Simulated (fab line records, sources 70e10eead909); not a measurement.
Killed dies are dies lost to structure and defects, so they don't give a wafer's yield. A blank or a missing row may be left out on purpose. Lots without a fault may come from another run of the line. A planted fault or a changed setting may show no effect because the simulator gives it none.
Chamber matching | flow nand_harc | NHARC_A_BONDPAD_CMP_29 on cmp-04: 4 sister chambers
The step polishes SiCN, target thk 200 nm. 4 wafers are shown with their chamber, then 7 later ones without.

WAFERS WITH THEIR CHAMBER
wafer  | chamber | motor_current_A (A)
L857.2 | 1       | 12.8
L860.6 | 0       | 13.3
L859.2 | 2       | 11.2
L859.3 | 3       | 10.4

WAFERS WITHOUT THEIR CHAMBER
wafer  | motor_current_A (A)
L859.5 | 13.2
L863.2 | 11.3
L863.3 | 13.7
L863.6 | 12.5
L865.2 | 11.1
L865.3 | 11.6
L865.4 | 12.7

WHICH CHAMBER EACH WENT THROUGH
wafer  | from the rows above     | in truth
L859.5 | can't be placed: 0 or 1 | 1
L863.2 | 2                       | 2
L863.3 | can't be placed: 0 or 1 | 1
L863.6 | can't be placed: 1 or 0 | 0
L865.2 | 2                       | 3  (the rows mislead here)
L865.3 | 2                       | 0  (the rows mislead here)
L865.4 | can't be placed: 1 or 0 | 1
Placed correctly: 1 of 7. Can't be placed from these rows: 4 (the true chamber is among the candidates in 4). Placed wrongly: 2.
How it was worked out, from the rows above alone: a wafer's distance from a chamber is the root of the sum, over the readings, of the square of ((its reading less the chamber's mean) divided by the reading's scatter). The wafer belongs to the nearest chamber; if the next one is less than 2 further off, it can't be placed. A chamber's mean is the mean of its shown wafers. The scatter: with one shown wafer a chamber, the root of the mean of the squares of how far each hidden wafer lies from its nearest shown one.
